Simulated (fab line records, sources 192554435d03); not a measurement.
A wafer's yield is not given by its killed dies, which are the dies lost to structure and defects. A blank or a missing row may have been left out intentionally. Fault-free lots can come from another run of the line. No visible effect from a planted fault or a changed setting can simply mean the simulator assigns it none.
Which tool was responsible? :: flow n5 finfet :: 24 lots with 72 wafers sampled at 6 steps, on a route of 1938 steps

## WHAT THE GAUGES READ, wafer by wafer
N5_BEOL_M12_THK_MEAS_50: measures by xrf. Usual: M12_THK typically reads 322 nm, with standard deviation 4.
lot: L074
measured: day 12 14:13
on: film metro-02
M12_THK (nm): 317 325 327
flag: 

lot: L075
measured: day 13 16:37
on: film metro-02
M12_THK (nm): 322 322 317
flag: 

lot: L077
measured: day 13 16:40
on: film metro-01
M12_THK (nm): 327 327 329
flag: 

lot: L076
measured: day 13 22:52
on: film metro-01
M12_THK (nm): 321 314 324
flag: 

lot: L078
measured: day 13 23:10
on: film metro-02
M12_THK (nm): 321 324 318
flag: 

lot: L079
measured: day 13 23:24
on: film metro-01
M12_THK (nm): 317 319 324
flag: 

lot: L081
measured: day 14 07:11
on: film metro-02
M12_THK (nm): 321 323 322
flag: 

lot: L082
measured: day 14 15:37
on: film metro-01
M12_THK (nm): 327 323 326
flag: 

lot: L080
measured: day 14 15:47
on: film metro-01
M12_THK (nm): 323 326 327
flag: 

lot: L084
measured: day 14 18:49
on: film metro-01
M12_THK (nm): 326 320 320
flag: 

lot: L083
measured: day 14 21:07
on: film metro-01
M12_THK (nm): 326 322 322
flag: 

lot: L085
measured: day 15 15:40
on: film metro-02
M12_THK (nm): 322 325 321
flag: 

lot: L086
measured: day 15 23:20
on: film metro-02
M12_THK (nm): 325 320 319
flag: 

lot: L088
measured: day 16 02:15
on: film metro-01
M12_THK (nm): 323 320 327
flag: 

lot: L087
measured: day 16 05:02
on: film metro-01
M12_THK (nm): 319 320 315
flag: 

lot: L089
measured: day 16 21:05
on: film metro-01
M12_THK (nm): 331 328 326
flag: 

lot: L090
measured: day 17 13:40
on: film metro-01
M12_THK (nm): 311 317 318
flag: 

lot: L093
measured: day 17 13:59
on: film metro-01
M12_THK (nm): 324 324 317
flag: 

lot: L092
measured: day 17 14:17
on: film metro-01
M12_THK (nm): 326 317 316
flag: 

lot: L091
measured: day 17 19:32
on: film metro-02
M12_THK (nm): 316 320 321
flag: 

lot: L096
measured: day 18 16:43
on: film metro-02
M12_THK (nm): 316 326 320
flag: 

lot: L095
measured: day 18 20:40
on: film metro-01
M12_THK (nm): 320 319 317
flag: 

lot: L097
measured: day 19 05:52
on: film metro-02
M12_THK (nm): 324 329 322
flag: 

lot: L094
measured: day 19 12:55
on: film metro-02
M12_THK (nm): 322 320 314
flag: 

N5_BEOL_M13_CD_MEAS_28 targets a cd of 209.5 nm. Usual: cd nm reads 209.5 nm (standard deviation 0.88).
lot: L074
measured: day 12 16:00
on: cd sem-01
cd nm (nm): 210.8 210.4 210.7
flag: 

lot: L075
measured: day 13 18:28
on: cd sem-03
cd nm (nm): 207.9 208.6 207.6
flag: 

lot: L077
measured: day 13 18:37
on: cd sem-03
cd nm (nm): 208.0 209.2 209.0
flag: 

lot: L076
measured: day 14 00:33
on: cd sem-01
cd nm (nm): 209.1 210.4 209.8
flag: 

lot: L078
measured: day 14 01:16
on: cd sem-02
cd nm (nm): 209.9 209.4 209.6
flag: 

lot: L079
measured: day 14 01:32
on: cd sem-02
cd nm (nm): 210.1 210.1 210.6
flag: 

lot: L081
measured: day 14 08:50
on: cd sem-02
cd nm (nm): 209.6 209.8 209.7
flag: 

lot: L082
measured: day 14 17:28
on: cd sem-01
cd nm (nm): 211.0 210.1 210.0
flag: 

lot: L080
measured: day 14 17:41
on: cd sem-03
cd nm (nm): 210.6 210.2 211.0
flag: 

lot: L084
measured: day 14 22:50
on: cd sem-01
cd nm (nm): 210.2 210.4 210.9
flag: 

lot: L083
measured: day 15 00:38
on: cd sem-02
cd nm (nm): 210.4 210.2 210.8
flag: 

lot: L085
measured: day 15 19:02
on: cd sem-03
cd nm (nm): 208.9 209.3 209.4
flag: 

lot: L086
measured: day 16 01:11
on: cd sem-03
cd nm (nm): 209.8 209.9 209.4
flag: 

lot: L088
measured: day 16 03:58
on: cd sem-01
cd nm (nm): 209.2 209.6 208.9
flag: 

lot: L087
measured: day 16 06:45
on: cd sem-02
cd nm (nm): 210.5 210.7 209.1
flag: 

lot: L089
measured: day 16 22:43
on: cd sem-03
cd nm (nm): 209.6 210.5 210.9
flag: 

lot: L090
measured: day 17 15:22
on: cd sem-01
cd nm (nm): 209.5 208.9 210.0
flag: 

lot: L093
measured: day 17 15:38
on: cd sem-02
cd nm (nm): 208.8 209.3 209.2
flag: 

lot: L092
measured: day 17 16:01
on: cd sem-01
cd nm (nm): 210.6 208.7 209.2
flag: 

lot: L091
measured: day 17 21:14
on: cd sem-02
cd nm (nm): 208.1 209.2 208.0
flag: 

lot: L096
measured: day 18 18:23
on: cd sem-03
cd nm (nm): 209.0 210.0 209.7
flag: 

lot: L095
measured: day 18 22:25
on: cd sem-03
cd nm (nm): 208.5 208.9 208.4
flag: 

lot: L097
measured: day 19 08:08
on: cd sem-03
cd nm (nm): 209.8 209.5 209.2
flag: 

lot: L094
measured: day 19 14:38
on: cd sem-02
cd nm (nm): 208.4 209.6 208.0
flag: 

N5_BEOL_M14_THK_MEAS_01. Usual: M14_ILD_THK typically reads 1121 nm, with standard deviation 13.
lot: L074
measured: day 12 20:45
on: film metro-02
M14_ILD_THK (nm): 1110 1149 1137
flag: 

lot: L075
measured: day 13 22:44
on: film metro-02
M14_ILD_THK (nm): 1102 1113 1136
flag: 

lot: L077
measured: day 13 22:56
on: film metro-02
M14_ILD_THK (nm): 1127 1116 1140
flag: 

lot: L076
measured: day 14 03:10
on: film metro-02
M14_ILD_THK (nm): 1108 1107 1126
flag: 

lot: L078
measured: day 14 06:13
on: film metro-02
M14_ILD_THK (nm): 1125 1112 1124
flag: 

lot: L079
measured: day 14 06:23
on: film metro-01
M14_ILD_THK (nm): 1134 1122 1129
flag: 

lot: L081
measured: day 14 16:16
on: film metro-01
M14_ILD_THK (nm): 1106 1105 1119
flag: 

lot: L082
measured: day 14 21:46
on: film metro-01
M14_ILD_THK (nm): 1116 1109 1137
flag: 

lot: L080
measured: day 15 01:53
on: film metro-02
M14_ILD_THK (nm): 1120 1133 1137
flag: 

lot: L084
measured: day 15 02:44
on: film metro-02
M14_ILD_THK (nm): 1108 1099 1131
flag: 

lot: L083
measured: day 15 05:14
on: film metro-01
M14_ILD_THK (nm): 1114 1143 1133
flag: 

lot: L085
measured: day 15 23:25
on: film metro-01
M14_ILD_THK (nm): 1126 1115 1112
flag: 

lot: L086
measured: day 16 04:28
on: film metro-01
M14_ILD_THK (nm): 1138 1154 1150
flag: 

lot: L088
measured: day 16 10:13
on: film metro-02
M14_ILD_THK (nm): 1109 1122 1134
flag: 

lot: L087
measured: day 16 11:01
on: film metro-01
M14_ILD_THK (nm): 1103 1104 1125
flag: 

lot: L089
measured: day 17 03:08
on: film metro-01
M14_ILD_THK (nm): 1119 1117 1125
flag: 

lot: L090
measured: day 18 01:28
on: film metro-01
M14_ILD_THK (nm): 1101 1129 1121
flag: 

lot: L093
measured: day 17 20:19
on: film metro-01
M14_ILD_THK (nm): 1097 1101 1119
flag: 

lot: L092
measured: day 17 20:23
on: film metro-01
M14_ILD_THK (nm): 1127 1124 1134
flag: 

lot: L091
measured: day 18 02:12
on: film metro-02
M14_ILD_THK (nm): 1105 1130 1123
flag: 

lot: L096
measured: day 18 22:16
on: film metro-02
M14_ILD_THK (nm): 1118 1126 1119
flag: 

lot: L095
measured: day 19 02:50
on: film metro-01
M14_ILD_THK (nm): 1119 1116 1125
flag: 

lot: L097
measured: day 19 12:46
on: film metro-01
M14_ILD_THK (nm): 1108 1120 1117
flag: 

lot: L094
measured: day 19 21:47
on: film metro-01
M14_ILD_THK (nm): 1099 1102 1112
flag: 

## EACH LOT AND THE TOOL THAT RAN IT (in order: tool; ch and the chambers of the sampled wafers; start)
lot: L074
N5_BEOL_M12_SPUTTER_45: pvd sputter-01, day 12 13:18
N5_BEOL_M13_ETCH_59: rie diel-05 ch 0,1,3, day 12 15:11
N5_BEOL_M13_SPUTTER_43: pvd sputter-01, day 12 19:00

lot: L075
N5_BEOL_M12_SPUTTER_45: pvd sputter-02, day 13 15:19
N5_BEOL_M13_ETCH_59: rie diel-02 ch 1,2,3, day 13 17:31
N5_BEOL_M13_SPUTTER_43: pvd sputter-03, day 13 21:19

lot: L077
N5_BEOL_M12_SPUTTER_45: pvd sputter-03, day 13 15:23
N5_BEOL_M13_ETCH_59: rie diel-05 ch 0,1, day 13 17:40
N5_BEOL_M13_SPUTTER_43: pvd sputter-02, day 13 21:20

lot: L076
N5_BEOL_M12_SPUTTER_45: pvd sputter-03, day 13 21:58
N5_BEOL_M13_ETCH_59: rie diel-05 ch 0,1,3, day 13 23:44
N5_BEOL_M13_SPUTTER_43: pvd sputter-02, day 14 01:44

lot: L078
N5_BEOL_M12_SPUTTER_45: pvd sputter-02, day 13 22:19
N5_BEOL_M13_ETCH_59: rie diel-02 ch 0,1,2, day 14 00:20
N5_BEOL_M13_SPUTTER_43: pvd sputter-03, day 14 04:46

lot: L079
N5_BEOL_M12_SPUTTER_45: pvd sputter-03, day 13 22:32
N5_BEOL_M13_ETCH_59: rie diel-03 ch 0,2, day 14 00:35
N5_BEOL_M13_SPUTTER_43: pvd sputter-01, day 14 04:52

lot: L081
N5_BEOL_M12_SPUTTER_45: pvd sputter-03, day 14 06:07
N5_BEOL_M13_ETCH_59: rie diel-05 ch 0,2, day 14 08:01
N5_BEOL_M13_SPUTTER_43: pvd sputter-02, day 14 14:46

lot: L082
N5_BEOL_M12_SPUTTER_45: pvd sputter-02, day 14 14:37
N5_BEOL_M13_ETCH_59: rie diel-05 ch 1,2, day 14 16:31
N5_BEOL_M13_SPUTTER_43: pvd sputter-03, day 14 20:12

lot: L080
N5_BEOL_M12_SPUTTER_45: pvd sputter-03, day 14 14:52
N5_BEOL_M13_ETCH_59: rie diel-05 ch 1,3, day 14 16:51
N5_BEOL_M13_SPUTTER_43: pvd sputter-02, day 15 00:28

lot: L084
N5_BEOL_M12_SPUTTER_45: pvd sputter-02, day 14 17:57
N5_BEOL_M13_ETCH_59: rie diel-05 ch 1,3, day 14 21:53
N5_BEOL_M13_SPUTTER_43: pvd sputter-02, day 15 01:16

lot: L083
N5_BEOL_M12_SPUTTER_45: pvd sputter-01, day 14 20:16
N5_BEOL_M13_ETCH_59: rie diel-02 ch 1,2, day 14 23:46
N5_BEOL_M13_SPUTTER_43: pvd sputter-03, day 15 03:49

lot: L085
N5_BEOL_M12_SPUTTER_45: pvd sputter-02, day 15 14:49
N5_BEOL_M13_ETCH_59: rie diel-05 ch 1,3, day 15 18:04
N5_BEOL_M13_SPUTTER_43: pvd sputter-01, day 15 21:56

lot: L086
N5_BEOL_M12_SPUTTER_45: pvd sputter-01, day 15 22:29
N5_BEOL_M13_ETCH_59: rie diel-03 ch 1,3, day 16 00:14
N5_BEOL_M13_SPUTTER_43: pvd sputter-03, day 16 02:54

lot: L088
N5_BEOL_M12_SPUTTER_45: pvd sputter-01, day 16 01:24
N5_BEOL_M13_ETCH_59: rie diel-03 ch 1,3, day 16 03:01
N5_BEOL_M13_SPUTTER_43: pvd sputter-02, day 16 08:37

lot: L087
N5_BEOL_M12_SPUTTER_45: pvd sputter-01, day 16 04:10
N5_BEOL_M13_ETCH_59: rie diel-05 ch 1,2,3, day 16 05:56
N5_BEOL_M13_SPUTTER_43: pvd sputter-03, day 16 09:35

lot: L089
N5_BEOL_M12_SPUTTER_45: pvd sputter-02, day 16 19:46
N5_BEOL_M13_ETCH_59: rie diel-03 ch 0,3, day 16 21:53
N5_BEOL_M13_SPUTTER_43: pvd sputter-02, day 17 01:38

lot: L090
N5_BEOL_M12_SPUTTER_45: pvd sputter-03, day 17 12:48
N5_BEOL_M13_ETCH_59: rie diel-02 ch 0,1,2, day 17 14:25
N5_BEOL_M13_SPUTTER_43: pvd sputter-02, day 17 21:22

lot: L093
N5_BEOL_M12_SPUTTER_45: pvd sputter-03, day 17 13:07
N5_BEOL_M13_ETCH_59: rie diel-02 ch 0,1, day 17 14:48
N5_BEOL_M13_SPUTTER_43: pvd sputter-01, day 17 18:53

lot: L092
N5_BEOL_M12_SPUTTER_45: pvd sputter-02, day 17 13:20
N5_BEOL_M13_ETCH_59: rie diel-02 ch 0,1,3, day 17 15:11
N5_BEOL_M13_SPUTTER_43: pvd sputter-02, day 17 18:58

lot: L091
N5_BEOL_M12_SPUTTER_45: pvd sputter-02, day 17 18:40
N5_BEOL_M13_ETCH_59: rie diel-05 ch 0,2, day 17 20:25
N5_BEOL_M13_SPUTTER_43: pvd sputter-01, day 17 22:41

lot: L096
N5_BEOL_M12_SPUTTER_45: pvd sputter-02, day 18 15:37
N5_BEOL_M13_ETCH_59: rie diel-05 ch 0,1,3, day 18 17:28
N5_BEOL_M13_SPUTTER_43: pvd sputter-02, day 18 20:47

lot: L095
N5_BEOL_M12_SPUTTER_45: pvd sputter-03, day 18 19:46
N5_BEOL_M13_ETCH_59: rie diel-02 ch 0,2, day 18 21:27
N5_BEOL_M13_SPUTTER_43: pvd sputter-03, day 19 01:25

lot: L097
N5_BEOL_M12_SPUTTER_45: pvd sputter-02, day 19 05:00
N5_BEOL_M13_ETCH_59: rie diel-02 ch 0,1,2, day 19 07:12
N5_BEOL_M13_SPUTTER_43: pvd sputter-01, day 19 11:10

lot: L094
N5_BEOL_M12_SPUTTER_45: pvd sputter-01, day 19 12:00
N5_BEOL_M13_ETCH_59: rie diel-02 ch 0,2, day 19 13:49
N5_BEOL_M13_SPUTTER_43: pvd sputter-02, day 19 20:17
- N5_BEOL_M12_SPUTTER_45: material Cu, target thk 80 nm, time 13.33 s.
- N5_BEOL_M13_ETCH_59: etches BARC in N2/H2, target depth 89 nm, overetch 26.7 nm, time 67.9 s.
- N5_BEOL_M13_SPUTTER_43: material TaN, target thk 15 nm, time 24.19 s.

## AS READ BY THE TOOLS THEMSELVES (means over the sampled wafers that have a number; for cases with no such wafer, the mark the record gives instead)
N5_BEOL_M12_SPUTTER_45. Usual: susceptor temp C -20.02 C, standard deviation 0.099; throttle valve pct 29.7 %, standard deviation 1.1.
lot: L074
tool: pvd sputter-01
susceptor temp C (C): -19.92
throttle valve pct (%): 28.5
flag: 

lot: L075
tool: pvd sputter-02
susceptor temp C (C): -19.96
throttle valve pct (%): 29.6
flag: 

lot: L077
tool: pvd sputter-03
susceptor temp C (C): -20.13
throttle valve pct (%): 29.4
flag: 

lot: L076
tool: pvd sputter-03
susceptor temp C (C): -20.00
throttle valve pct (%): 29.1
flag: 

lot: L078
tool: pvd sputter-02
susceptor temp C (C): -20.03
throttle valve pct (%): 30.5
flag: 

lot: L079
tool: pvd sputter-03
susceptor temp C (C): -19.94
throttle valve pct (%): 28.6
flag: 

lot: L081
tool: pvd sputter-03
susceptor temp C (C): -20.00
throttle valve pct (%): 29.7
flag: 

lot: L082
tool: pvd sputter-02
susceptor temp C (C): -20.03
throttle valve pct (%): 30.2
flag: 

lot: L080
tool: pvd sputter-03
susceptor temp C (C): -19.98
throttle valve pct (%): 29.4
flag: 

lot: L084
tool: pvd sputter-02
susceptor temp C (C): -20.11
throttle valve pct (%): 29.9
flag: 

lot: L083
tool: pvd sputter-01
susceptor temp C (C): -20.02
throttle valve pct (%): 30.5
flag: 

lot: L085
tool: pvd sputter-02
susceptor temp C (C): -20.10
throttle valve pct (%): 30.8
flag: 

lot: L086
tool: pvd sputter-01
susceptor temp C (C): -19.99
throttle valve pct (%): 29.4
flag: 

lot: L088
tool: pvd sputter-01
susceptor temp C (C): -19.99
throttle valve pct (%): 29.1
flag: 

lot: L087
tool: pvd sputter-01
susceptor temp C (C): -20.08
throttle valve pct (%): 29.4
flag: 

lot: L089
tool: pvd sputter-02
susceptor temp C (C): -20.00
throttle valve pct (%): 30.4
flag: 

lot: L090
tool: pvd sputter-03
susceptor temp C (C): -20.16
throttle valve pct (%): 29.2
flag: 

lot: L093
tool: pvd sputter-03
susceptor temp C (C): -19.95
throttle valve pct (%): 29.2
flag: 

lot: L092
tool: pvd sputter-02
susceptor temp C (C): -20.05
throttle valve pct (%): 30.8
flag: 

lot: L091
tool: pvd sputter-02
susceptor temp C (C): -20.01
throttle valve pct (%): 30.5
flag: 

lot: L096
tool: pvd sputter-02
susceptor temp C (C): -20.06
throttle valve pct (%): 30.1
flag: 

lot: L095
tool: pvd sputter-03
susceptor temp C (C): -20.03
throttle valve pct (%): 29.1
flag: 

lot: L097
tool: pvd sputter-02
susceptor temp C (C): -19.92
throttle valve pct (%): 30.0
flag: 

lot: L094
tool: pvd sputter-01
susceptor temp C (C): -20.02
throttle valve pct (%): 30.0
flag: 

N5_BEOL_M13_ETCH_59. Usual: drypump motor current A 5.8 A, standard deviation 0.46; oes product au 0.67 a.u., standard deviation 0.068; rf vpp V 523.0 V, standard deviation 2.3; showerhead plenum p Torr 2.51 Torr, standard deviation 0.076; throttle valve pct 17.98 %, standard deviation 0.23.
lot: L074
tool: rie diel-05
drypump motor current A (A): 5.9
oes product au (a.u.): 0.65
rf vpp V (V): 523.8
showerhead plenum p Torr (Torr): 2.54
throttle valve pct (%): 17.89
flag: 

lot: L075
tool: rie diel-02
drypump motor current A (A): 5.9
oes product au (a.u.): 0.64
rf vpp V (V): 520.6
showerhead plenum p Torr (Torr): 2.43
throttle valve pct (%): 18.03
flag: 

lot: L077
tool: rie diel-05
drypump motor current A (A): 5.7
oes product au (a.u.): 0.63
rf vpp V (V): 523.7
showerhead plenum p Torr (Torr): 2.53
throttle valve pct (%): 17.79
flag: 

lot: L076
tool: rie diel-05
drypump motor current A (A): 5.9
oes product au (a.u.): 0.64
rf vpp V (V): 523.4
showerhead plenum p Torr (Torr): 2.53
throttle valve pct (%): 17.91
flag: 

lot: L078
tool: rie diel-02
drypump motor current A (A): 5.5
oes product au (a.u.): 0.70
rf vpp V (V): 522.3
showerhead plenum p Torr (Torr): 2.49
throttle valve pct (%): 17.98
flag: 

lot: L079
tool: rie diel-03
drypump motor current A (A): 5.8
oes product au (a.u.): 0.61
rf vpp V (V): 523.0
showerhead plenum p Torr (Torr): 2.49
throttle valve pct (%): 18.06
flag: 

lot: L081
tool: rie diel-05
drypump motor current A (A): 5.9
oes product au (a.u.): 0.64
rf vpp V (V): 522.4
showerhead plenum p Torr (Torr): 2.49
throttle valve pct (%): 17.83
flag: 

lot: L082
tool: rie diel-05
drypump motor current A (A): 5.9
oes product au (a.u.): 0.73
rf vpp V (V): 523.8
showerhead plenum p Torr (Torr): 2.51
throttle valve pct (%): 17.78
flag: 

lot: L080
tool: rie diel-05
drypump motor current A (A): 5.7
oes product au (a.u.): 0.68
rf vpp V (V): 524.0
showerhead plenum p Torr (Torr): 2.56
throttle valve pct (%): 17.89
flag: 

lot: L084
tool: rie diel-05
drypump motor current A (A): 6.0
oes product au (a.u.): 0.65
rf vpp V (V): 523.3
showerhead plenum p Torr (Torr): 2.54
throttle valve pct (%): 18.04
flag: 

lot: L083
tool: rie diel-02
drypump motor current A (A): 5.8
oes product au (a.u.): 0.64
rf vpp V (V): 520.2
showerhead plenum p Torr (Torr): 2.43
throttle valve pct (%): 18.13
flag: 

lot: L085
tool: rie diel-05
drypump motor current A (A): 6.0
oes product au (a.u.): 0.64
rf vpp V (V): 523.3
showerhead plenum p Torr (Torr): 2.53
throttle valve pct (%): 18.08
flag: 

lot: L086
tool: rie diel-03
drypump motor current A (A): 5.6
oes product au (a.u.): 0.59
rf vpp V (V): 523.7
showerhead plenum p Torr (Torr): 2.55
throttle valve pct (%): 18.28
flag: 

lot: L088
tool: rie diel-03
drypump motor current A (A): 5.6
oes product au (a.u.): 0.59
rf vpp V (V): 524.8
showerhead plenum p Torr (Torr): 2.58
throttle valve pct (%): 18.20
flag: 

lot: L087
tool: rie diel-05
drypump motor current A (A): 6.0
oes product au (a.u.): 0.68
rf vpp V (V): 523.6
showerhead plenum p Torr (Torr): 2.52
throttle valve pct (%): 17.94
flag: 

lot: L089
tool: rie diel-03
drypump motor current A (A): 5.6
oes product au (a.u.): 0.60
rf vpp V (V): 526.5
showerhead plenum p Torr (Torr): 2.63
throttle valve pct (%): 18.10
flag: 

lot: L090
tool: rie diel-02
drypump motor current A (A): 5.5
oes product au (a.u.): 0.67
rf vpp V (V): 522.0
showerhead plenum p Torr (Torr): 2.48
throttle valve pct (%): 18.03
flag: 

lot: L093
tool: rie diel-02
drypump motor current A (A): 5.1
oes product au (a.u.): 0.70
rf vpp V (V): 523.2
showerhead plenum p Torr (Torr): 2.52
throttle valve pct (%): 18.00
flag: 

lot: L092
tool: rie diel-02
drypump motor current A (A): 5.4
oes product au (a.u.): 0.65
rf vpp V (V): 520.3
showerhead plenum p Torr (Torr): 2.47
throttle valve pct (%): 18.06
flag: 

lot: L091
tool: rie diel-05
drypump motor current A (A): 5.9
oes product au (a.u.): 0.76
rf vpp V (V): 521.7
showerhead plenum p Torr (Torr): 2.48
throttle valve pct (%): 17.60
flag: 

lot: L096
tool: rie diel-05
drypump motor current A (A): 5.8
oes product au (a.u.): 0.69
rf vpp V (V): 523.5
showerhead plenum p Torr (Torr): 2.51
throttle valve pct (%): 17.84
flag: 

lot: L095
tool: rie diel-02
drypump motor current A (A): 5.2
oes product au (a.u.): 0.71
rf vpp V (V): 523.8
showerhead plenum p Torr (Torr): 2.53
throttle valve pct (%): 17.93
flag: 

lot: L097
tool: rie diel-02
drypump motor current A (A): 5.5
oes product au (a.u.): 0.66
rf vpp V (V): 521.8
showerhead plenum p Torr (Torr): 2.47
throttle valve pct (%): 18.06
flag: 

lot: L094
tool: rie diel-02
drypump motor current A (A): 5.7
oes product au (a.u.): 0.68
rf vpp V (V): 521.6
showerhead plenum p Torr (Torr): 2.48
throttle valve pct (%): 17.98
flag: 

N5_BEOL_M13_SPUTTER_43. Usual: susceptor temp C 49.99 C, standard deviation 0.11; throttle valve pct 29.6 %, standard deviation 1.
lot: L074
tool: pvd sputter-01
susceptor temp C (C): 49.93
throttle valve pct (%): 29.1
flag: 

lot: L075
tool: pvd sputter-03
susceptor temp C (C): 49.99
throttle valve pct (%): 28.7
flag: 

lot: L077
tool: pvd sputter-02
susceptor temp C (C): 49.96
throttle valve pct (%): 29.6
flag: 

lot: L076
tool: pvd sputter-02
susceptor temp C (C): 50.05
throttle valve pct (%): 29.9
flag: 

lot: L078
tool: pvd sputter-03
susceptor temp C (C): 49.99
throttle valve pct (%): 29.2
flag: 

lot: L079
tool: pvd sputter-01
susceptor temp C (C): 49.97
throttle valve pct (%): 28.9
flag: 

lot: L081
tool: pvd sputter-02
susceptor temp C (C): 50.08
throttle valve pct (%): 30.5
flag: 

lot: L082
tool: pvd sputter-03
susceptor temp C (C): 49.92
throttle valve pct (%): 29.6
flag: 

lot: L080
tool: pvd sputter-02
susceptor temp C (C): 50.05
throttle valve pct (%): 30.4
flag: 

lot: L084
tool: pvd sputter-02
susceptor temp C (C): 49.98
throttle valve pct (%): 29.5
flag: 

lot: L083
tool: pvd sputter-03
susceptor temp C (C): 50.08
throttle valve pct (%): 29.8
flag: 

lot: L085
tool: pvd sputter-01
susceptor temp C (C): 50.12
throttle valve pct (%): 29.1
flag: 

lot: L086
tool: pvd sputter-03
susceptor temp C (C): 49.97
throttle valve pct (%): 28.3
flag: 

lot: L088
tool: pvd sputter-02
susceptor temp C (C): 49.91
throttle valve pct (%): 28.9
flag: 

lot: L087
tool: pvd sputter-03
susceptor temp C (C): 49.94
throttle valve pct (%): 28.9
flag: 

lot: L089
tool: pvd sputter-02
susceptor temp C (C): 49.87
throttle valve pct (%): 30.3
flag: 

lot: L090
tool: pvd sputter-02
susceptor temp C (C): 50.00
throttle valve pct (%): 30.4
flag: 

lot: L093
tool: pvd sputter-01
susceptor temp C (C): 49.96
throttle valve pct (%): 29.8
flag: 

lot: L092
tool: pvd sputter-02
susceptor temp C (C): 50.03
throttle valve pct (%): 29.4
flag: 

lot: L091
tool: pvd sputter-01
susceptor temp C (C): 49.93
throttle valve pct (%): 29.6
flag: 

lot: L096
tool: pvd sputter-02
susceptor temp C (C): 50.06
throttle valve pct (%): 30.5
flag: 

lot: L095
tool: pvd sputter-03
susceptor temp C (C): 50.08
throttle valve pct (%): 28.7
flag: 

lot: L097
tool: pvd sputter-01
susceptor temp C (C): 49.93
throttle valve pct (%): 29.3
flag: 

lot: L094
tool: pvd sputter-02
susceptor temp C (C): 49.88
throttle valve pct (%): 30.1
flag: 

## THE ANSWER, worked out from the rows above alone
Rule: a lot counts as off when the mean over its wafers that have a number is more than 3 standard deviations away from the usual mean. A lot without any number at a reading at which 4 lots or more have one is off too. Any other lot the step has rows for is counted as sound. First the gauges in route order, then the tools' own readings, where a lot's mean is used as printed above. The first step at which some lot is off is used, and at that step the reading that is off furthest; a lot without a number counts as furthest.
No lot is off at any reading shown: from this, nothing can be told.

## WHAT HAD BEEN PUT IN BY THE SIMULATOR
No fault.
